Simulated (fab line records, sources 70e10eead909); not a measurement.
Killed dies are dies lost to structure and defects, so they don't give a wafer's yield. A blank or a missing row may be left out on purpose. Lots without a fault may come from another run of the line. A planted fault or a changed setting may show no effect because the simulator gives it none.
Which tool did it? | flow nand_harc | 23 lots, 69 wafers sampled, at 2 steps of a route of 1159

WHAT THE GAUGES READ, wafer by wafer
NHARC_P_BONDPAD_INSPECT_23. Usual: raw_defect_count 339, standard deviation 140.
lot  | measured     | on                | raw_defect_count | flag
L074 | day 6 02:47  | defect_inspect-01 | 466 365 465      |
L075 | day 7 00:58  | defect_inspect-01 | 351 273 586      |
L076 | day 7 01:18  | defect_inspect-02 | 232 389 227      |
L077 | day 7 11:35  | defect_inspect-02 | 499 285 333      |
L078 | day 7 15:43  | defect_inspect-02 | 254 304 324      |
L079 | day 7 16:23  | defect_inspect-02 | 340 220 315      |
L081 | day 8 06:09  | defect_inspect-01 | 199 391 187      |
L082 | day 8 07:26  | defect_inspect-01 | 272 205 215      |
L083 | day 8 16:14  | defect_inspect-02 | 381 264 284      |
L084 | day 8 21:58  | defect_inspect-01 | 589 731 699      |
L087 | day 9 14:01  | defect_inspect-02 | 326 203 344      |
L086 | day 9 14:48  | defect_inspect-01 | 448 487 590      |
L085 | day 9 15:15  | defect_inspect-01 | 207 242 168      |
L089 | day 10 07:31 | defect_inspect-02 | 323 205 243      |
L088 | day 10 09:17 | defect_inspect-02 | 196 147 164      |
L091 | day 10 09:36 | defect_inspect-01 | 282 226 349      |
L090 | day 10 14:10 | defect_inspect-02 | 292 290 437      |
L092 | day 10 20:10 | defect_inspect-01 | 316 347 245      |
L094 | day 11 15:19 | defect_inspect-02 | 475 513 341      |
L093 | day 11 15:36 | defect_inspect-01 | 529 224 517      |
L095 | day 11 17:33 | defect_inspect-01 | 316 277 267      |
L096 | day 11 21:18 | defect_inspect-01 | 365 605 629      |
L097 | day 11 22:14 | defect_inspect-02 | 227 236 265      |

NHARC_A_ONON_D1_THK_MEAS_21: measures by ellipsometry. Usual: thk_nm 1001 nm, standard deviation 10.
lot  | measured     | on            | thk_nm (nm)    | flag
L074 | day 7 12:59  | film_metro-02 | 992 991 993    |
L075 | day 8 13:51  | film_metro-01 | 1006 1007 1006 |
L076 | day 8 13:59  | film_metro-01 | 997 996 997    |
L077 | day 9 02:55  | film_metro-01 | 1003 1002 1002 |
L078 | day 9 03:02  | film_metro-01 | 999 1001 1000  |
L079 | day 9 02:54  | film_metro-02 | 1017 1022 1021 |
L081 | day 9 17:29  | film_metro-01 | 997 997 996    |
L082 | day 9 17:29  | film_metro-02 | 1023 1022 1023 |
L083 | day 10 02:55 | film_metro-01 | 998 997 997    |
L084 | day 10 07:35 | film_metro-01 | 1020 1019 1020 |
L087 | day 11 00:38 | film_metro-01 | 1005 1006 1004 |
L086 | day 11 00:46 | film_metro-01 | 999 1001 999   |
L085 | day 11 00:59 | film_metro-01 | 1014 1014 1012 |
L089 | day 11 18:06 | film_metro-01 | 1009 1009 1009 |
L088 | day 11 18:07 | film_metro-02 | 991 992 991    |
L091 | day 11 18:08 | film_metro-01 | 996 994 996    |
L090 | day 12 02:43 | film_metro-01 | 996 998 994    |
L092 | day 12 07:23 | film_metro-02 | 989 990 990    |
L094 | day 13 01:50 | film_metro-01 | 980 979 981    |
L093 | day 13 01:49 | film_metro-01 | 989 987 989    |
L095 | day 13 01:49 | film_metro-02 | 1007 1008 1006 |
L096 | day 13 09:16 | film_metro-01 | 995 997 995    |
L097 | day 13 09:17 | film_metro-02 | 1008 1007 1007 |

WHICH TOOL RAN EACH LOT (tool, then ch and the chambers of the sampled wafers, then the start)
The record holds no process step before these readings.

WHAT THE TOOLS THEMSELVES READ (means of the sampled wafers that have a number; where no wafer has one, the mark that the record gives instead)
The record holds no such reading with a usual standard deviation.

THE ANSWER, worked out from the rows above alone
Rule: a lot is off if the mean of its wafers that have a number lies more than 3 standard deviations from the usual mean. A lot without any number at a reading at which 4 lots or more have one is off too. The other lots that the step has rows for count as sound. The gauges are gone through in route order, then the tools' own readings, and for those a lot's mean is taken as printed above. The first step at which some lot is off is used, and at that step the reading that is off furthest; a lot without a number counts as furthest.
No lot is off at any reading shown: from this, nothing can be told.

WHAT THE SIMULATOR HAD PUT IN
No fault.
